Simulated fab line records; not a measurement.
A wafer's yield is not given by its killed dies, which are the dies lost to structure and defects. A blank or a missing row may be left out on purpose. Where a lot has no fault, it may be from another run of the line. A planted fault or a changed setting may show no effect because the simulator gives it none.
Check for tools in common + flow nandHarc + Lots sampled 2, wafers sampled 6

== WHY THIS WAS OPENED ==
On 2 of the 2 lots, a flag is raised at NHARC_END_SORT_01 on the reading killedAtArray. Wafers without a fault read 55, standard deviation 22.
Rule: a lot is flagged in two cases, either no wafer of it has a number, or all its wafers with numbers fall more than 4 standard deviations from that mean. As for the other lots, they are considered sound.

| lot  | measured     | on        | killedAtArray, wafer by wafer | flag    |
|------|--------------|-----------|-------------------------------|---------|
| L983 | day 28 05:46 | prober-01 | 664 670 674                   | FLAGGED |
| L984 | day 28 12:52 | prober-02 | 677 672 671                   | FLAGGED |
The mean of the flagged lots' numbers is 671, +616 from the usual (+28 standard deviations).

== WHICH TOOL RAN EACH LOT ==
3 process steps preceding the reading are held in the record, out of 1302 steps in the route. In each cell: the tool, then ch and the chambers that the sampled wafers went through, then the start.
| lot  | flag    | NHARC_A_CHANNEL_HOLE_D2_ETCH_39              | NHARC_A_CHANNEL_HOLE_D2_ETCH_26 | NHARC_A_CHANNEL_HOLE_D2_ETCH_27 |
|------|---------|----------------------------------------------|---------------------------------|---------------------------------|
| L983 | FLAGGED | rieDiel-03 ch 0,2,3, day 16 14:49 or earlier | harEtch-01 ch 0,1, day 16 14:49 | harEtch-01 ch 0,1, day 16 15:01 |
| L984 | FLAGGED | rieDiel-03 ch 0,2,3, day 17 01:11 or earlier | harEtch-01 ch 0,1, day 17 01:11 | harEtch-01 ch 0,1, day 17 01:23 |
What the steps here do:
- NHARC_A_CHANNEL_HOLE_D2_ETCH_39: etches the open film in N2/H2, target depth 260 nm, time 325 s.
- NHARC_A_CHANNEL_HOLE_D2_ETCH_26: etches the open film in C4F8/O2/Ar, time 224.1 s, target depth 300 nm.
- NHARC_A_CHANNEL_HOLE_D2_ETCH_27: etches the open film in C4F8/O2/Ar, time 90 s, target depth 400 nm.
- NHARC_END_SORT_01

== FLAGGED OVER TOTAL, TOOL BY TOOL (the gauges that took the reading come last) ==
| step                            | tool       | lots run | flagged | share of the flagged lots | sound lots run after its first flagged lot |
|---------------------------------|------------|----------|---------|---------------------------|--------------------------------------------|
| NHARC_A_CHANNEL_HOLE_D2_ETCH_39 | rieDiel-03 | 2        | 2       | all                       | 0                                          |
| NHARC_A_CHANNEL_HOLE_D2_ETCH_26 | harEtch-01 | 2        | 2       | all                       | 0                                          |
| NHARC_A_CHANNEL_HOLE_D2_ETCH_27 | harEtch-01 | 2        | 2       | all                       | 0                                          |
| NHARC_END_SORT_01               | prober-01  | 1        | 1       | some                      | 0                                          |
| NHARC_END_SORT_01               | prober-02  | 1        | 1       | some                      | 0                                          |
NHARC_A_CHANNEL_HOLE_D2_ETCH_39 gives no start for some lots, so the hours and the order of its lots are those of NHARC_A_CHANNEL_HOLE_D2_ETCH_26.

== THE TABLE: WHAT IT ALLOWS ==
Every flagged lot was run by 3 rows of the table: rieDiel-03 at NHARC_A_CHANNEL_HOLE_D2_ETCH_39, harEtch-01 at NHARC_A_CHANNEL_HOLE_D2_ETCH_26 and harEtch-01 at NHARC_A_CHANNEL_HOLE_D2_ETCH_27.
- rieDiel-03 at NHARC_A_CHANNEL_HOLE_D2_ETCH_39: 2 of its 2 lots flagged. With no sound lot run before its first flagged lot in this sample, there is nothing to narrow down the start.
- harEtch-01 at NHARC_A_CHANNEL_HOLE_D2_ETCH_26: 2 of its 2 lots flagged. With no sound lot run before its first flagged lot in this sample, there is nothing to narrow down the start.
- harEtch-01 at NHARC_A_CHANNEL_HOLE_D2_ETCH_27: 2 of its 2 lots flagged. With no sound lot run before its first flagged lot in this sample, there is nothing to narrow down the start.
These 2 tools cannot be told apart by counting lots, since each of them fits a fault that started at some hour. More lots, or a look at what each step does to the wafer, might.

== WHAT THE SIMULATOR HAD INSERTED ==
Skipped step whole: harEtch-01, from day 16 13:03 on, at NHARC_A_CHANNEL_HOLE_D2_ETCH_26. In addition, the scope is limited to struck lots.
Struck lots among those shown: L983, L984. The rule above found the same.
